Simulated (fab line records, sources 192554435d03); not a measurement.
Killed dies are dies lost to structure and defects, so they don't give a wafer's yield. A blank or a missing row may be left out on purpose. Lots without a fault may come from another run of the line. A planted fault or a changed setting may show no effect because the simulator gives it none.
Split-lot experiment | flow n5_finfet | 7 lots, 21 wafers read, on a route of 1938 steps

THE SPLIT
At N5_MOL_CONTACT_COAG_ETCHBACK_135 (etches SiO2 in CHF3, target depth 25 nm, time 16.7 s), the setting time_s was moved away from the recipe's 16.7 s on 7 of the 21 wafers read, by -20.7% to +18.4%. The other wafers ran this setting at the recipe's value.

The reading is taken at the split's own step.

THE READING
SOC_of_MOL_CONTACT_COAG_COAT_75.thk_nm (the simulator's own value, which no gauge read), in nm, at N5_MOL_CONTACT_COAG_ETCHBACK_135 (etches SiO2 in CHF3, target depth 25 nm, time 16.7 s). The file gives no usual value for it. The 14 wafers here that ran the recipe average 57.5 nm, standard deviation 0.18 nm.

wafer  | tool, chamber at the split | time_s as run, s | against the recipe | SOC_of_MOL_CONTACT_COAG_COAT_75.thk_nm, nm | against lot-mates on the recipe
L074.1 | rie_diel-02, 1,2           | 16.7             | recipe             | 57.6                                       | -
L074.6 | rie_diel-02, 1,2           | 16.7             | recipe             | 57.6                                       | -
L074.5 | rie_diel-02, 3             | 16.7             | recipe             | 57.4                                       | -
L076.1 | rie_diel-04, 0             | 19.77            | +18.4%             | 56.8                                       | -0.4
L076.5 | rie_diel-04, 1             | 19.77            | +18.4%             | 57                                         | -0.2
L076.6 | rie_diel-04, 0             | 16.7             | recipe             | 57.2                                       | -
L084.1 | rie_diel-02, 0             | 16.7             | recipe             | 57.8                                       | -
L084.3 | rie_diel-02, 3,2           | 16.7             | recipe             | 57.6                                       | -
L084.6 | rie_diel-02, 3,2           | 16.7             | recipe             | 57.6                                       | -
L085.1 | rie_diel-05, 0,3,2         | 15.55            | -6.9%              | 57.8                                       | no lot-mate on the recipe
L085.5 | rie_diel-05, 0,3,2         | 15.55            | -6.9%              | 57.8                                       | no lot-mate on the recipe
L085.6 | rie_diel-05, 0,3,2         | 15.55            | -6.9%              | 57.8                                       | no lot-mate on the recipe
L087.1 | rie_diel-04, 1,0           | 16.7             | recipe             | 57.6                                       | -
L087.3 | rie_diel-04, 1,0           | 16.7             | recipe             | 57.6                                       | -
L087.2 | rie_diel-04, 2             | 14.12            | -15.4%             | 58                                         | +0.4
L089.4 | rie_diel-02, 0,3           | 16.7             | recipe             | 57.4                                       | -
L089.6 | rie_diel-02, 0,3           | 16.7             | recipe             | 57.4                                       | -
L089.5 | rie_diel-02, 2             | 13.25            | -20.7%             | 58.2                                       | +0.8
L094.2 | rie_diel-05, 3             | 16.7             | recipe             | 57.4                                       | -
L094.5 | rie_diel-05, 0,1           | 16.7             | recipe             | 57.2                                       | -
L094.6 | rie_diel-05, 0,1           | 16.7             | recipe             | 57.2                                       | -
Where a row lists several chambers, the file gives one row for several wafers and doesn't say which wafer went through which chamber.

THE FIT
A straight line over all 21 wafers: SOC_of_MOL_CONTACT_COAG_COAT_75.thk_nm changes by -0.0341 nm for each +1% of time_s; r = -0.88; the points scatter about the line by 0.16 nm.
The same after taking each lot's own level away (the mean of its wafers on the recipe; 18 wafers): -0.0252 nm for each +1%; r = -0.90; scatter 0.11 nm.
On that fit, the largest move of time_s shifts the reading by 0.52 nm.
The lots' own levels span 57.20 to 57.67 nm, that is 2.6 times the standard deviation above.
So the lot-to-lot level changes the slope: the two fits differ.
Check: with one of the wafers moved furthest among these (-20.7%) left out of the fit, the line predicts +0.407 nm for it against its lot-mates. It came out at +0.8 nm against them.

OTHER SPLITS ON THESE WAFERS
These wafers also went through other splits before the reading. Each is held against what the fit with the lots' levels taken away leaves over:
other split on the same wafers      | wafers away from the commonest value | r with SOC_of_MOL_CONTACT_COAG_COAT_75.thk_nm (lot level and that fit taken away)
N5_GATE_CUT_DESCUM_18 time_s        | 5                                    | +0.25
N5_MOL_CONTACT_COAG_ETCH_110 bias_w | 9                                    | -0.40

THE FILE'S OWN FIT
SOC_of_MOL_CONTACT_COAG_COAT_75.thk_nm changes by -0.0281 nm for each +1% of time_s, r = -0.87.
